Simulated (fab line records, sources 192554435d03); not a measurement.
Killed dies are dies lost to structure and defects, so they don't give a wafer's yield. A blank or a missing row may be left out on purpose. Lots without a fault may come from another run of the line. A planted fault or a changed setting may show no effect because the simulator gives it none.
A struck lot beside a sound one | flow n5_finfet | 23 steps out of a route of 1938
Sound: wafers L484.2, L484.3, L484.6. Struck: wafers L493.1, L493.3, L493.4. The cause comes at the end.
At each step with rows: each side's tool, then ch and its chambers, then its first start. Under that, the readings that differ: sound wafers | struck wafers | difference of the means | sigmas: that difference in standard deviations of wafers without a fault.
alike: readings whose means differ by less than 2 such deviations, and words and numbers that are the same on both sides. not compared: withheld readings, readings that some wafer has no value for, bounds like >300 that may hide the same value, and numbers for which the record gives no deviation and whose values overlap.
The two part at a step that has a row with sigmas, a row that says differs or no value, or rows on one side only. Numbers that don't overlap but have no deviation are shown without sigmas and don't part them. A reading that every wafer of one side lacks parts them only if that side has two wafers or more.

first, 10 steps without rows for these wafers: N5_BEOL_M4_DESCUM_16 (chemistry O2, time 7 s); N5_BEOL_M4_ETCH_74 (etches underlayer in N2/H2, target depth 6.5 nm, time 5.2 s); N5_BEOL_M4_ETCH_63 (etches SiARC in CF4, target depth 15.6 nm, time 26 s); N5_BEOL_M4_ETCH_64 (etches SOC in N2/H2, target depth 75 nm, overetch 22.5 nm, time 121.9 s); N5_BEOL_M4_STRIP_65 (strips in N2/H2); N5_BEOL_M4_STRIP_75 (strips in N2/H2); N5_BEOL_M4_STRIP_66 (strips in CF4); N5_BEOL_M4_HM_OPEN_17 (chemistry Cl2/BCl3, target TiN, target depth 20 nm, overetch 6 nm); N5_BEOL_M4_STRIP_19 (strips in O2); N5_BEOL_M4_COAT_67 (time 60 s, resist thk 60 nm).
N5_BEOL_M4_COAT_68: time 60 s, resist thk 12 nm.
  sound on litho_track-03 ch 0, day 10 06:26; struck on litho_track-03 ch 0, day 11 19:56
  reading                                    | sound                | struck               | difference | sigmas
  spin_speed_rpm (rpm)                       | 1499.4 1499.7 1499.4 | 1420.5 1419.6 1422.5 | -78.6      | -79
  model.SiARC_of_BEOL_M4_COAT_68.thk_nm (nm) | 12 12 12             | 12.4 12.4 12.4       | +0.4       |
then, 9 steps without rows for these wafers: N5_BEOL_M4_COAT_76 (time 60 s, resist thk 5 nm); N5_BEOL_M4_COAT_22 (resist thk 30 nm); N5_BEOL_M4_EBR_24; N5_BEOL_M4_SOFTBAKE_23 (time 60 s); N5_BEOL_M4_EXPOSE_25 (exposes mask V3, defocus 5 nm); N5_BEOL_M4_PEB_26 (peb time 60 s); N5_BEOL_M4_DEVELOP_27 (develop time 30 s); N5_BEOL_M4_DESCUM_33 (chemistry O2, time 7 s); N5_BEOL_M4_ETCH_77 (etches underlayer in N2/H2, target depth 6.5 nm, time 5.2 s).
N5_BEOL_M4_ETCH_69: etches SiARC in CF4, target depth 15.6 nm, time 26 s.
  sound on rie_diel-01 ch 0,1,2, day 10 07:05; struck on rie_diel-01 ch 2,3, day 11 20:24
  reading                                      | sound             | struck            | difference | sigmas
  model.etch.depth_nm (nm)                     | 11.97 11.97 11.95 | 12.35 12.37 12.31 | +0.38      |
  model.CAR-EUV_of_BEOL_M4_COAT_22.thk_nm (nm) | 11 11.2 11        | 10.6 10.8 10.6    | -0.4       |
  alike: drypump_motor_current_A, etch_rf_on_time_s, oes_product_au, rf_vpp_V, showerhead_plenum_p_Torr, throttle_valve_pct
  not compared: rf_hours_counter_h
then, 1 step without rows for these wafers: N5_BEOL_M4_ALD_98 (deposits SiO2, target thk 2.5 nm, pulse time 1 s, co reactant pulse time 1 s).
N5_BEOL_M4_RC_MEAS_101:
  sound on prober-01 ch 0, day 10 21:20; struck on prober-01 ch 0, day 12 19:22
  reading       | sound          | struck         | difference | sigmas
  ION_P (uA/um) | 475 468 469    | 441 445 451    | -25        | -3
  VT_P (mV)     | -246 -248 -245 | -254 -256 -253 | -8         | -2
  alike: DIBL_N, DIBL_P, IOFF_N, IOFF_P, ION_N, SS_N, SS_P, VT_N

WHERE THEY PART
First at N5_BEOL_M4_COAT_68; last, within this record, at N5_BEOL_M4_RC_MEAS_101.

WHY: what the simulator had put in
Process parameter drift: litho_track-03, from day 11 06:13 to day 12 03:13, at N5_BEOL_M4_COAT_68. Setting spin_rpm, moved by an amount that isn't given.
